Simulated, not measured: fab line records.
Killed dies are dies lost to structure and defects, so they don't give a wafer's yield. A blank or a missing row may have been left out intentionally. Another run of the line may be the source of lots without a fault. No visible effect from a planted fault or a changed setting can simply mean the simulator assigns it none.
fab line records | flow n5Finfet
record: lots: 6 | wafers: 18 | lastDay: 18
route steps=1938 shown BEOL_M3@958 BEOL_M4@1111 PASSIVATION@1936
lots that met no fault: from a run of the same line without faults
startH: hours from the record's first day to the start of the lot's first wafer shown | waitH: hours since the lot's step before | " unchanged from the row above | L1.1+2: a single row standing in for several wafers | - no value present, or no start provided | * or withheld: withheld | < > ~ a bound
route shown NAME@n: NAME is a module with steps in the file, n the number in the route of the first one | usual: mean/standard deviation taken from wafers without a fault | same: alike in all rows | chamber/n: place in a boat | sites: each site's reading | _std_site: standard deviation across them | _edge_site: inner sites' mean taken away from outer sites' mean | radiusMm: for every site, how far away it sits from the centre of the wafer | mask NAME#n: copy n | behind: the most recent tool/chamber to have shaped the wafer | hold: cause of the lot's hold/its duration in hours/its outcome | device: transistor that didn't switch, given as n, p or np | end of line: the tests these same wafers got at the end of their route | a step given without rows: its recipe and nothing more | killed: dies lost to structure and defects at the first sort, not the wafer's yield | map: a wafer's dies, marking killed ones x, the rest . and places with no die _
set.NAME: the run value of the setting; set.NAME@STEP: its run value at that earlier step | model.NAME: the simulator's own value behind a step, which no gauge read
certain route steps with their lots: each step a table, each wafer a row
services: the hour from which a tool's chamber was out of use, counted from the record's first day as startH (under 0 if before that day), plus the number of hours and why
== steps ==
step: N5_BEOL_M3_COAT_68
recipe: resist: SiARC | tempC: 220 | timeS: 60 | spinRpm: 1500 | resistThkNm: 12
step: N5_BEOL_M3_COAT_76
recipe: resist: underlayer | tempC: 205 | timeS: 60 | spinRpm: 1500 | resistThkNm: 5
step: N5_BEOL_M3_COAT_22
recipe: resist: CAR-EUV | spinRpm: 1500 | resistThkNm: 30
step: N5_BEOL_M3_EBR_24
recipe: solvent: PGMEA | ebrWidthMm: 1.5
step: N5_BEOL_M3_SOFTBAKE_23
recipe: tempC: 110 | timeS: 60 | resist: CAR-EUV
step: N5_BEOL_M3_EXPOSE_25
recipe: maskId: V2 | na: 0.33 | sourceShape: quasar | sigmaInner: 0.2 | sigmaOuter: 0.8 | polarization: unpolarized | defocusNm: 5 | doseMj: 63
step: N5_BEOL_M3_PEB_26
recipe: pebTempC: 100 | pebTimeS: 60 | resist: CAR-EUV
step: N5_BEOL_M3_DEVELOP_27
recipe: developTimeS: 30 | developer: TMAH | resist: CAR-EUV | rinseLiquid: surfactantRinse | dry: airSpin | devTempC: 23
step: N5_BEOL_M3_CD_MEAS_28
recipe: targetCdNm: 25.7 | landingEnergyEv: 500 | detector: seInlens | targetCdYNm: 23.3 | polarity: opening
usual: cdNm: 25.68/0.24
lot.wafer | tool     | chamber | startH | waitH | cdNm
L744.2    | cdSem-01 | 0       | 170.50 | -     | 25.54
L744.4    | "        | 0       | "      | "     | 25.46
L744.5    | "        | 0       | "      | "     | 25.56
L750.3    | cdSem-01 | 0       | 198.99 | -     | 25.72
L750.5    | "        | 0       | "      | "     | 25.95
L750.6    | "        | 0       | "      | "     | 25.69
L757.2    | cdSem-01 | 0       | 246.48 | -     | 25.95
L757.3    | "        | 0       | "      | "     | 25.41
L757.6    | "        | 0       | "      | "     | 25.10
L758.1    | cdSem-02 | 0       | 265.55 | -     | 25.19
L758.2    | "        | 0       | "      | "     | 25.87
L758.4    | "        | 0       | "      | "     | 25.49
L761.3    | cdSem-01 | 0       | 283.46 | -     | 25.69
L761.4    | "        | 0       | "      | "     | 25.63
L761.6    | "        | 0       | "      | "     | 25.20
L763.1    | cdSem-01 | 0       | 287.68 | -     | 25.69
L763.5    | "        | 0       | "      | "     | 26.00
L763.6    | "        | 0       | "      | "     | 25.96
step: N5_BEOL_M3_OVL_MEAS_29
recipe: pointsPerWafer: 522
usual: V2_OVL: -0.3/0.65
lot.wafer | tool       | chamber | startH | waitH | V2_OVL[nm]
L744.2    | overlay-01 | 0       | 170.53 | 0.0   | -0.5
L744.4    | "          | 0       | "      | "     | -1.2
L744.5    | "          | 0       | "      | "     | -0.4
L750.3    | overlay-02 | 0       | 199.03 | 0.0   | -0.6
L750.5    | "          | 0       | "      | "     | -0.3
L750.6    | "          | 0       | "      | "     | 0.7
L757.2    | overlay-01 | 0       | 246.52 | 0.0   | -0.1
L757.3    | "          | 0       | "      | "     | -0.5
L757.6    | "          | 0       | "      | "     | -0.2
L758.1    | overlay-02 | 0       | 265.58 | 0.0   | -0.2
L758.2    | "          | 0       | "      | "     | -0.7
L758.4    | "          | 0       | "      | "     | 0.1
L761.3    | overlay-02 | 0       | 283.50 | 0.0   | -0.1
L761.4    | "          | 0       | "      | "     | -0.4
L761.6    | "          | 0       | "      | "     | 0.4
L763.1    | overlay-02 | 0       | 287.71 | 0.0   | -0.7
L763.5    | "          | 0       | "      | "     | -0.9
L763.6    | "          | 0       | "      | "     | 0.8
step: N5_BEOL_M3_INSPECT_30
recipe: mode: adi | inspectInstrument: brightfield
usual: rawDefectCount: 400/84
lot.wafer | tool             | chamber | startH | waitH | rawDefectCount
L744.2    | defectInspect-02 | -       | 170.59 | 0.0   | 399
L744.4    | "                | -       | "      | "     | 463
L744.5    | "                | -       | "      | "     | 309
L750.3    | defectInspect-01 | -       | 199.08 | 0.0   | 320
L750.5    | "                | -       | "      | "     | 402
L750.6    | "                | -       | "      | "     | 294
L757.2    | defectInspect-01 | -       | 246.57 | 0.0   | 507
L757.3    | "                | -       | "      | "     | 448
L757.6    | "                | -       | "      | "     | 664
L758.1    | defectInspect-01 | -       | 265.64 | 0.1   | 398
L758.2    | "                | -       | "      | "     | 269
L758.4    | "                | -       | "      | "     | 387
L761.3    | defectInspect-01 | -       | 283.55 | 0.1   | 298
L761.4    | "                | -       | "      | "     | 584
L761.6    | "                | -       | "      | "     | 418
L763.1    | defectInspect-02 | -       | 287.77 | 0.1   | 527
L763.5    | "                | -       | "      | "     | 345
L763.6    | "                | -       | "      | "     | 459
step: N5_BEOL_M3_DESCUM_33
recipe: chemistry: O2 | timeS: 7 | sourcePowerW: 50 | biasPowerW: 20 | pressureMtorr: 20 | rfFrequencyHz: 2.712e+07 | tempC: 40 | resist: CAR-EUV | o2FlowSccm: 225
usual: chamberPressureMTorr: 20.000/0.019 | drypumpMotorCurrentA: 5.9/0.35 | oesProductAu: 0.81/0.097 | rfVppV: 243.3/1.5 | showerheadPlenumPTorr: 2.11/0.083 | throttleValvePct: 20.43/0.22
lot.wafer | tool       | chamber | startH | waitH | chamberPressureMTorr | drypumpMotorCurrentA | oesProductAu | rfHoursCounterH | rfVppV | showerheadPlenumPTorr | throttleValvePct
L744.2    | rieDiel-06 | 1       | 171.48 | 0.9   | 20.003               | 5.9                  | 0.69         | 247             | 242.1  | 1.95                  | 20.50
L744.4    | "          | 0       | "      | "     | 20.008               | 5.8                  | 0.90         | 25              | 244.4  | 2.15                  | 20.14
L744.5    | "          | 1       | "      | "     | 20.028               | 5.9                  | 0.68         | -               | 242.4  | 1.95                  | 20.47
L750.3    | rieDiel-02 | 0       | 199.23 | 0.2   | 20.011               | 6.5                  | 0.70         | 230             | 241.2  | 1.96                  | 20.42
L750.5    | "          | 3       | "      | "     | 20.004               | 5.9                  | 0.88         | -               | 243.3  | 2.15                  | 20.42
L750.6    | "          | 0       | "      | "     | 20.007               | 6.5                  | 0.70         | -               | 241.8  | 1.96                  | 20.43
L757.2    | rieDiel-06 | 0       | 246.61 | 0.0   | 19.999               | 5.9                  | 0.86         | 50              | 243.8  | 2.15                  | 20.18
L757.3    | "          | 3       | "      | "     | 20.030               | 5.9                  | 0.82         | 89              | 243.1  | 2.02                  | 20.75
L757.6    | "          | 0       | "      | "     | 20.021               | 5.8                  | 0.86         | -               | 242.9  | 2.15                  | 20.18
L758.1    | rieDiel-06 | 1       | 265.67 | 0.0   | 20.021               | 5.9                  | 0.94         | 18              | 245.4  | 2.20                  | 20.18
L758.2    | "          | 3       | "      | "     | 20.014               | 5.9                  | 0.80         | 94              | 241.6  | 2.02                  | 20.77
L758.4    | "          | 0       | "      | "     | 20.025               | 5.9                  | 0.86         | 55              | 243.6  | 2.14                  | 20.19
L761.3    | rieDiel-02 | 3       | 283.59 | 0.0   | 19.993               | 5.9                  | 0.85         | 70              | 242.9  | 2.14                  | 20.47
L761.4    | "          | 0       | "      | "     | 19.970               | 6.5                  | 1.02         | 1               | 246.5  | 2.22                  | 20.08
L761.6    | "          | 1       | "      | "     | 19.990               | 5.9                  | 0.72         | -               | 243.1  | 2.08                  | 20.69
L763.1    | rieDiel-04 | 3       | 287.81 | 0.0   | 20.038               | 5.4                  | 0.81         | 97              | 241.4  | 2.11                  | 20.19
L763.5    | "          | 2       | "      | "     | 19.976               | 5.4                  | 0.75         | -               | 245.1  | 2.21                  | 20.71
L763.6    | "          | 1       | "      | "     | 19.979               | 5.8                  | 0.97         | -               | 243.6  | 2.04                  | 20.14
step: N5_BEOL_M3_ETCH_77
recipe: chemistry: N2/H2 | target: underlayer | targetDepthA: 65 | maskMaterial: CAR-EUV | timeS: 5.2 | ionEnergyEv: 200 | pressureMtorr: 30 | sourceW: 840 | biasW: 150 | n2FlowSccm: 200 | h2FlowSccm: 200 | ends: cleared
usual: chamberPressureMTorr: 30.00/0.038 | drypumpMotorCurrentA: 5.9/0.35 | etchRfOnTimeS: 5.25/0.16 | h2FlowSccm: 200.0/0.64 | oesProductAu: 0.69/0.083 | rfVppV: 524.4/2.7 | showerheadPlenumPTorr: 2.56/0.093 | throttleValvePct: 17.89/0.27
lot.wafer | tool       | chamber | startH | waitH | chamberPressureMTorr | drypumpMotorCurrentA | etchRfOnTimeS | h2FlowSccm | oesProductAu | rfHoursCounterH | rfVppV | showerheadPlenumPTorr | throttleValvePct
L744.2    | rieDiel-06 | 1       | 171.52 | 0.0   | 29.98                | 5.9                  | 5.25          | 199.8      | 0.60         | 247             | 521.7  | 2.39                  | 18.09
L744.4    | "          | 0       | "      | "     | 29.99                | 5.9                  | 4.99          | 199.5      | 0.78         | 25              | 525.5  | 2.59                  | 17.39
L744.5    | "          | 1       | "      | "     | 29.95                | 6.0                  | 5.20          | 199.8      | 0.60         | -               | 520.2  | 2.39                  | 18.08
L750.3    | rieDiel-02 | 0       | 199.27 | 0.0   | 30.05                | 6.6                  | 5.39          | 199.9      | 0.59         | 230             | 521.3  | 2.39                  | 18.03
L750.5    | "          | 3       | "      | "     | 29.96                | 5.9                  | 5.33          | 198.5      | 0.75         | -               | 526.3  | 2.60                  | 17.77
L750.6    | "          | 0       | "      | "     | 30.04                | 6.5                  | 5.34          | 200.3      | 0.60         | -               | 520.7  | 2.40                  | 18.02
L757.2    | rieDiel-06 | 0       | 246.64 | 0.0   | 30.00                | 5.8                  | 4.83          | 219.8      | 0.76         | 50              | 525.6  | 2.64                  | 18.05
L757.3    | "          | 3       | "      | "     | 29.98                | 5.9                  | 5.24          | 199.3      | 0.70         | 89              | 521.9  | 2.47                  | 18.32
L757.6    | "          | 0       | "      | "     | 29.99                | 5.9                  | 4.84          | 220.1      | 0.76         | -               | 523.9  | 2.64                  | 18.03
L758.1    | rieDiel-06 | 1       | 265.71 | 0.0   | 29.97                | 5.9                  | 5.19          | 200.0      | 0.82         | 18              | 528.6  | 2.70                  | 17.69
L758.2    | "          | 3       | "      | "     | 30.04                | 5.9                  | 5.29          | 200.8      | 0.69         | 94              | 519.6  | 2.47                  | 18.30
L758.4    | "          | 0       | "      | "     | 30.11                | 5.9                  | 4.84          | 219.3      | 0.74         | 55              | 525.0  | 2.64                  | 18.06
L761.3    | rieDiel-02 | 3       | 283.62 | 0.0   | 30.04                | 5.9                  | 5.27          | 198.7      | 0.72         | 70              | 524.0  | 2.58                  | 17.83
L761.4    | "          | 0       | "      | "     | 30.02                | 6.5                  | 5.06          | 200.9      | 0.86         | 1               | 529.3  | 2.70                  | 17.64
L761.6    | "          | 1       | "      | "     | 30.00                | 5.9                  | 5.37          | 199.6      | 0.61         | -               | 523.2  | 2.53                  | 18.25
L763.1    | rieDiel-04 | 3       | 287.84 | 0.0   | 30.00                | 5.4                  | 4.93          | 198.7      | 0.70         | 97              | 524.8  | 2.58                  | 17.75
L763.5    | "          | 2       | "      | "     | 30.02                | 5.4                  | 5.14          | 199.9      | 0.65         | -               | 526.8  | 2.66                  | 17.97
L763.6    | "          | 1       | "      | "     | 30.05                | 5.8                  | 4.98          | 200.1      | 0.84         | -               | 521.7  | 2.50                  | 17.69
step: N5_BEOL_M3_ETCH_69
recipe: chemistry: CF4 | target: SiARC | targetDepthA: 156 | maskMaterial: CAR-EUV | timeS: 26 | ionEnergyEv: 80 | pressureMtorr: 40 | sourceW: 545 | biasW: 36 | Ar_flow_sccm: 100 | cf4FlowSccm: 100 | ends: cleared
usual: chamberPressureMTorr: 40.01/0.077 | drypumpMotorCurrentA: 5.9/0.35 | etchRfOnTimeS: 26.3/0.77 | oesProductAu: 0.69/0.083 | rfVppV: 184.2/1.2 | showerheadPlenumPTorr: 2.16/0.074 | throttleValvePct: 15.60/0.23
lot.wafer | tool       | chamber | startH | waitH | chamberPressureMTorr | drypumpMotorCurrentA | etchRfOnTimeS | oesProductAu | rfHoursCounterH | rfVppV | showerheadPlenumPTorr | throttleValvePct
L744.2    | rieDiel-06 | 1       | 171.54 | 0.0   | 39.98                | 5.9                  | 26.3          | 0.59         | 247             | 182.5  | 2.03                  | 15.87
L744.4    | "          | 0       | "      | "     | 40.07                | 5.9                  | 24.8          | 0.79         | 25              | 184.6  | 2.20                  | 15.26
L744.5    | "          | 1       | "      | "     | 40.01                | 5.9                  | 26.1          | 0.59         | -               | 183.3  | 2.03                  | 15.86
L750.3    | rieDiel-02 | 0       | 199.29 | 0.0   | 40.02                | 6.5                  | 26.7          | 0.59         | 230             | 182.5  | 2.04                  | 15.81
L750.5    | "          | 3       | "      | "     | 40.06                | 5.9                  | 26.4          | 0.75         | -               | 184.3  | 2.19                  | 15.53
L750.6    | "          | 0       | "      | "     | 40.02                | 6.5                  | 26.7          | 0.59         | -               | 182.7  | 2.03                  | 15.81
L757.2    | rieDiel-06 | 0       | 246.66 | 0.0   | 39.99                | 5.9                  | 25.5          | 0.74         | 50              | 184.5  | 2.19                  | 15.31
L757.3    | "          | 3       | "      | "     | 39.98                | 5.9                  | 26.4          | 0.70         | 89              | 184.7  | 2.07                  | 15.82
L757.6    | "          | 0       | "      | "     | 39.98                | 5.8                  | 25.4          | 0.74         | -               | 184.3  | 2.19                  | 15.31
L758.1    | rieDiel-06 | 1       | 265.72 | 0.0   | 39.96                | 6.0                  | 26.5          | 0.80         | 18              | 184.5  | 2.27                  | 15.42
L758.2    | "          | 3       | "      | "     | 40.03                | 5.9                  | 27.1          | 0.68         | 94              | 182.9  | 2.07                  | 15.82
L758.4    | "          | 0       | "      | "     | 39.96                | 5.9                  | 25.3          | 0.74         | 55              | 185.6  | 2.19                  | 15.30
L761.3    | rieDiel-02 | 3       | 283.64 | 0.0   | 39.97                | 5.9                  | 26.6          | 0.72         | 70              | 183.0  | 2.18                  | 15.58
L761.4    | "          | 0       | "      | "     | 39.97                | 6.6                  | 25.5          | 0.86         | 1               | 185.5  | 2.28                  | 15.34
L761.6    | "          | 1       | "      | "     | 39.97                | 5.9                  | 26.9          | 0.61         | -               | 185.4  | 2.13                  | 15.86
L763.1    | rieDiel-04 | 3       | 287.86 | 0.0   | 40.02                | 5.4                  | 24.8          | 0.69         | 97              | 183.2  | 2.17                  | 15.38
L763.5    | "          | 2       | "      | "     | 39.98                | 5.4                  | 25.9          | 0.65         | -               | 185.1  | 2.25                  | 15.81
L763.6    | "          | 1       | "      | "     | 39.99                | 5.8                  | 25.4          | 0.84         | -               | 184.1  | 2.11                  | 15.38
step: N5_BEOL_M4_RC_MEAS_101
usual: DIBL_N: 37.1/1.8 | DIBL_P: 37.2/2.1 | IOFF_N: 0.17/0.033 | IOFF_P: 0.22/0.037 | ION_N: 680/11 | ION_P: 464/7.7 | SS_N: 71.7/0.63 | SS_P: 73.6/0.67 | VT_N: 248.9/2.9 | VT_P: -251/3.6
lot.wafer | tool      | chamber | startH | waitH | DIBL_N[mV/V] | DIBL_P[mV/V] | IOFF_N[nA/um] | IOFF_P[nA/um] | ION_N[uA/um] | ION_P[uA/um] | SS_N[mV/dec] | SS_P[mV/dec] | VT_N[mV] | VT_P[mV]
L744.2    | prober-02 | 0       | 191.09 | 0.2   | 35.8         | 35.6         | 0.14          | 0.17          | 672          | 452          | 71.5         | 72.8         | 250.0    | -258
L744.4    | "         | 0       | "      | "     | 36.4         | 37.6         | 0.15          | 0.20          | 678          | 461          | 71.6         | 74.2         | 250.5    | -254
L744.5    | "         | 0       | "      | "     | 35.3         | 36.2         | 0.14          | 0.18          | 678          | 466          | 71.3         | 73.3         | 249.9    | -256
L750.3    | prober-01 | 0       | 235.60 | 0.3   | 38.3         | 38.2         | 0.19          | 0.23          | 688          | 465          | 71.2         | 73.3         | 247.2    | -250
L750.5    | "         | 0       | "      | "     | 38.8         | 38.0         | 0.21          | 0.23          | 690          | 465          | 72.1         | 73.5         | 249.8    | -250
L750.6    | "         | 0       | "      | "     | 37.8         | 38.4         | 0.18          | 0.24          | 685          | 468          | 71.5         | 73.5         | 247.9    | -247
L757.2    | prober-01 | 0       | 281.59 | 0.2   | 37.0         | 35.7         | 0.15          | 0.17          | 676          | 453          | 71.9         | 72.8         | 248.9    | -257
L757.3    | "         | 0       | "      | "     | 37.7         | 37.1         | 0.18          | 0.19          | 687          | 459          | 71.1         | 73.3         | 247.4    | -254
L757.6    | "         | 0       | "      | "     | 37.2         | 36.4         | 0.17          | 0.18          | 684          | 463          | 71.0         | 73.1         | 248.9    | -253
L758.1    | prober-01 | 0       | 285.70 | 0.0   | 39.7         | 38.9         | 0.21          | 0.24          | 684          | 457          | 72.8         | 74.4         | 250.0    | -250
L758.2    | "         | 0       | "      | "     | 34.7         | 34.4         | 0.12          | 0.18          | 661          | 459          | 70.8         | 72.4         | 250.6    | -252
L758.4    | "         | 0       | "      | "     | 36.2         | 35.0         | 0.14          | 0.19          | 683          | 474          | 70.9         | 72.2         | 253.6    | -255
L761.3    | prober-02 | 0       | 314.13 | 0.3   | 39.4         | 38.1         | 0.22          | 0.26          | 678          | 463          | 74.0         | 73.9         | 247.7    | -247
L761.4    | "         | 0       | "      | "     | 38.0         | 37.7         | 0.18          | 0.25          | 673          | 465          | 71.8         | 73.8         | 247.5    | -249
L761.6    | "         | 0       | "      | "     | 36.4         | 34.0         | 0.15          | 0.19          | 665          | 461          | 72.2         | 73.7         | 253.1    | -253
L763.1    | prober-02 | 0       | 322.70 | 0.0   | 37.2         | 35.6         | 0.14          | 0.18          | 654          | 453          | 72.0         | 73.4         | 252.4    | -253
L763.5    | "         | 0       | "      | "     | 37.6         | 37.6         | 0.15          | 0.21          | 672          | 462          | 71.8         | 73.4         | 248.3    | -249
L763.6    | "         | 0       | "      | "     | 39.4         | 38.4         | 0.18          | 0.22          | 689          | 462          | 72.2         | 73.1         | 248.2    | -249
step: N5_PASSIVATION_PROBE_49
usual: defectLimitedYield: 91.7/1.5 | killed_at_M0_to_M3: 32/10 | killed_at_M4_up: 14/5.3 | killedAtContacts: 13/5.7 | killedAtFrontEnd: 37/10 | killedAtOther: 3.3/2.5 | killedDies: 98/18 | killedOnRim: 13/3.6 | killedOpen: 65/13 | killedShort: 31/7.5 | sort_bin_5_function: 4.9/0.91 | sort_bin_6_memory: 3.1/0.71 | sortNPass: 1082/18 | sortYieldPct: 91.7/1.5
same: grossDies: 1180 | killedAtBackSide: 0 | sort_bin_4_leakage[%]: 0 | sort_bin_8_speed[%]: 0
lot.wafer | tool      | chamber | startH | waitH | defectLimitedYield[%] | killed_at_M0_to_M3 | killed_at_M4_up | killedAtContacts | killedAtFrontEnd | killedAtOther | killedDies | killedOnRim | killedOpen | killedShort | sort_bin_5_function[%] | sort_bin_6_memory[%] | sortNPass | sortYieldPct[%]
L750.3    | prober-01 | -       | 342.19 | 0.1   | 92.4                  | 34                 | 11              | 9                | 34               | 2             | 90         | 10          | 57         | 33          | 4.8                    | 2.6                  | 1090      | 92.4
L750.5    | prober-01 | -       | 342.29 | 0.2   | 90.3                  | 62                 | 14              | 13               | 24               | 2             | 115        | 15          | 70         | 45          | 4.9                    | 4.6                  | 1065      | 90.3
L750.6    | prober-01 | -       | 342.34 | 0.3   | 92.3                  | 27                 | 18              | 10               | 35               | 1             | 91         | 19          | 54         | 36          | 4.6                    | 2.9                  | 1089      | 92.3
L757.2    | prober-01 | -       | 397.55 | 0.1   | 91.4                  | 37                 | 14              | 16               | 33               | 1             | 101        | 18          | 68         | 30          | 4.7                    | 3.6                  | 1079      | 91.4
L757.3    | prober-01 | -       | 397.60 | 0.1   | 93.4                  | 33                 | 7               | 14               | 20               | 4             | 78         | 9           | 49         | 28          | 4.2                    | 2.1                  | 1102      | 93.4
L757.6    | prober-01 | -       | 397.75 | 0.3   | 92.2                  | 28                 | 15              | 12               | 37               | 0             | 92         | 13          | 58         | 32          | 4.6                    | 3.1                  | 1088      | 92.2
L761.3    | prober-02 | -       | 428.87 | 0.2   | 93.9                  | 28                 | 10              | 8                | 24               | 2             | 72         | 12          | 52         | 20          | 3.7                    | 2.2                  | 1108      | 93.9
L761.4    | prober-02 | -       | 428.92 | 0.3   | 93.0                  | 37                 | 8               | 4                | 31               | 3             | 83         | 16          | 53         | 27          | 3.9                    | 2.9                  | 1097      | 93.0
L761.6    | prober-02 | -       | 429.02 | 0.4   | 92.8                  | 30                 | 11              | 7                | 35               | 2             | 85         | 9           | 62         | 23          | 4.2                    | 3.0                  | 1095      | 92.8
L763.1    | prober-02 | -       | 434.58 | 0.0   | 89.7                  | 33                 | 25              | 11               | 44               | 8             | 121        | 12          | 83         | 38          | 5.8                    | 4.0                  | 1059      | 89.7
L763.5    | prober-02 | -       | 434.78 | 0.2   | 90.3                  | 23                 | 18              | 15               | 58               | 1             | 115        | 17          | 78         | 37          | 5.6                    | 3.8                  | 1065      | 90.3
L763.6    | prober-02 | -       | 434.83 | 0.3   | 90.4                  | 34                 | 16              | 11               | 45               | 7             | 113        | 20          | 63         | 50          | 5.6                    | 3.7                  | 1067      | 90.4
killed by level:class
L750.3 FIN_SAQP:geometricParticle:open=14 MOL_CONTACT_COAG:geometricParticle:open=9 BEOL_M0_SAQP:geometricParticle:short=7 BEOL_M0_SAQP:geometricParticle:open=6 BEOL_M3:geometricParticle:short=5 FIN_SAQP:geometricParticle:short=4 BEOL_M1:geometricParticle:open=4 BEOL_M2:geometricParticle:open=4
L750.5 BEOL_M0_SAQP:geometricParticle:short=17 BEOL_M0_SAQP:geometricParticle:open=17 MOL_CONTACT_COAG:geometricParticle:open=10 BEOL_M3:geometricParticle:short=9 STI_FIN_REVEAL:geometricParticle:open=7 BEOL_M2:geometricParticle:open=5 BEOL_M3:geometricParticle:open=5 BEOL_M4:geometricParticle:open=5
L750.6 FIN_SAQP:geometricParticle:short=11 FIN_SAQP:geometricParticle:open=9 MOL_CONTACT_COAG:geometricParticle:open=5 MOL_CONTACT_COAG:geometricParticle:short=5 BEOL_M0_SAQP:geometricParticle:open=5 BEOL_M1:geometricParticle:open=5 BEOL_M2:geometricParticle:open=5 BEOL_M3:geometricParticle:short=4
L757.2 MOL_CONTACT_COAG:geometricParticle:open=11 STI_FIN_REVEAL:geometricParticle:open=10 BEOL_M0_SAQP:geometricParticle:short=10 FIN_SAQP:geometricParticle:open=9 BEOL_M0_SAQP:geometricParticle:open=7 BEOL_M2:geometricParticle:open=6 BEOL_M3:geometricParticle:open=6 BEOL_M4:geometricParticle:open=6
L757.3 MOL_CONTACT_COAG:geometricParticle:open=13 BEOL_M1:geometricParticle:open=7 BEOL_M0_SAQP:geometricParticle:open=6 FIN_SAQP:geometricParticle:open=5 GATE_CUT:geometricParticle:short=5 BEOL_M2:geometricParticle:short=5 BEOL_M0_SAQP:geometricParticle:short=4 BEOL_M2:geometricParticle:open=4
L757.6 FIN_SAQP:geometricParticle:open=10 BEOL_M2:geometricParticle:open=10 MOL_CONTACT_COAG:geometricParticle:open=8 BEOL_M3:geometricParticle:open=6 FIN_SAQP:geometricParticle:short=5 STARTING-WAFER:geometricParticle:short=5 MOL_CONTACT_COAG:geometricParticle:short=4 BEOL_M0_SAQP:geometricParticle:open=4
L761.3 BEOL_M2:geometricParticle:open=15 MOL_CONTACT_COAG:geometricParticle:open=6 STI_FIN_REVEAL:geometricParticle:open=4 BEOL_M0_SAQP:geometricParticle:short=4 BEOL_M0:geometricParticle:open=4 STARTING-WAFER:geometricParticle:open=4 STARTING-WAFER:geometricParticle:short=4 BEOL_M8:geometricParticle:open=3
L761.4 BEOL_M0_SAQP:geometricParticle:open=9 BEOL_M1:geometricParticle:open=7 DUMMY_GATE:geometricParticle:open=6 GATE_CUT:geometricParticle:short=6 BEOL_M0_SAQP:geometricParticle:short=6 BEOL_M2:geometricParticle:open=5 MOL_CONTACT_COAG:geometricParticle:open=4 BEOL_M3:geometricParticle:open=4
L761.6 BEOL_M2:geometricParticle:open=10 DUMMY_GATE:geometricParticle:open=9 FIN_SAQP:geometricParticle:open=6 BEOL_M0_SAQP:geometricParticle:short=6 GATE_CUT:geometricParticle:short=5 BEOL_M0:geometricParticle:open=5 BEOL_M4:geometricParticle:open=5 GATE_CUT:geometricParticle:open=4
L763.1 FIN_SAQP:geometricParticle:open=21 BEOL_M0_SAQP:geometricParticle:open=11 BEOL_M0_SAQP:geometricParticle:short=10 BEOL_M5:geometricParticle:open=10 MOL_CONTACT_COAG:geometricParticle:open=7 BEOL_M2:geometricParticle:open=7 FIN_SAQP:geometricParticle:short=6 GATE_CUT:geometricParticle:short=6
L763.5 FIN_SAQP:geometricParticle:open=18 MOL_CONTACT_COAG:geometricParticle:open=13 STI_FIN_REVEAL:geometricParticle:open=9 FIN_SAQP:geometricParticle:short=8 GATE_CUT:geometricParticle:short=7 BEOL_M4:geometricParticle:short=6 BEOL_M0_SAQP:geometricParticle:open=6 BEOL_M2:geometricParticle:open=5
L763.6 BEOL_M0_SAQP:geometricParticle:short=11 BEOL_M0_SAQP:geometricParticle:open=11 FIN_SAQP:geometricParticle:short=9 FIN_SAQP:geometricParticle:open=8 BEOL_M4:geometricParticle:open=8 GATE_CUT:geometricParticle:short=7 GATE_CUT:geometricParticle:open=6 MOL_CONTACT_COAG:geometricParticle:short=6
== services ==
tool       | chamber | startH | hours | kind
rieDiel-02 | 2       | 161.44 | 8.3   | repair
rieDiel-06 | 1       | 180.43 | -     | clean
rieDiel-06 | 1       | 180.43 | -     | consumableReplace:focusRing
rieDiel-06 | 1       | 180.43 | -     | consumableReplace:showerhead
rieDiel-06 | 1       | 180.43 | 19.7  | scheduledDown
rieDiel-06 | 1       | 180.43 | 19.7  | ventCycle
rieDiel-02 | 1       | 183.49 | 5.8   | repair
rieDiel-02 | -       | 199.34 | 2.8   | pm
rieDiel-04 | 0       | 228.92 | -     | clean
rieDiel-04 | 0       | 228.92 | -     | consumableReplace:focusRing
rieDiel-04 | 0       | 228.92 | -     | consumableReplace:showerhead
rieDiel-04 | 0       | 228.92 | 27.6  | scheduledDown
rieDiel-04 | 0       | 228.92 | 27.6  | ventCycle
rieDiel-04 | 1       | 256.49 | -     | clean
rieDiel-04 | 1       | 256.49 | -     | consumableReplace:focusRing
rieDiel-04 | 1       | 256.49 | 17.6  | scheduledDown
rieDiel-04 | 1       | 256.49 | 17.6  | ventCycle
rieDiel-06 | 1       | 256.96 | 4.2   | repair
rieDiel-02 | 0       | 265.89 | -     | clean
rieDiel-02 | 0       | 265.89 | -     | consumableReplace:focusRing
rieDiel-02 | 0       | 265.89 | -     | consumableReplace:showerhead
rieDiel-02 | 0       | 265.89 | 15.8  | scheduledDown
rieDiel-02 | 0       | 265.89 | 15.8  | ventCycle
== key ==
firstSign: step: N5_BEOL_M3_ETCH_77 | reading: h2FlowSccm | direction: up | sigmas: 31 | usual: 200.0 | struck: 219.7
effect none on later readings
metAt N5_BEOL_M3_ETCH_77
struckWafers L757.2,L757.6,L758.4
onsetBetween 171.52 246.64
fault: kind: processParameterDrift | tool: rieDiel-06 | chamber: 0 | onsetH: 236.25 | steps: N5_BEOL_M3_ETCH_77 | channel: h2FlowSccm | offset: 20 | shape: step | endH: 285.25 | actsIn: theseRecipesOnly | stated: 200
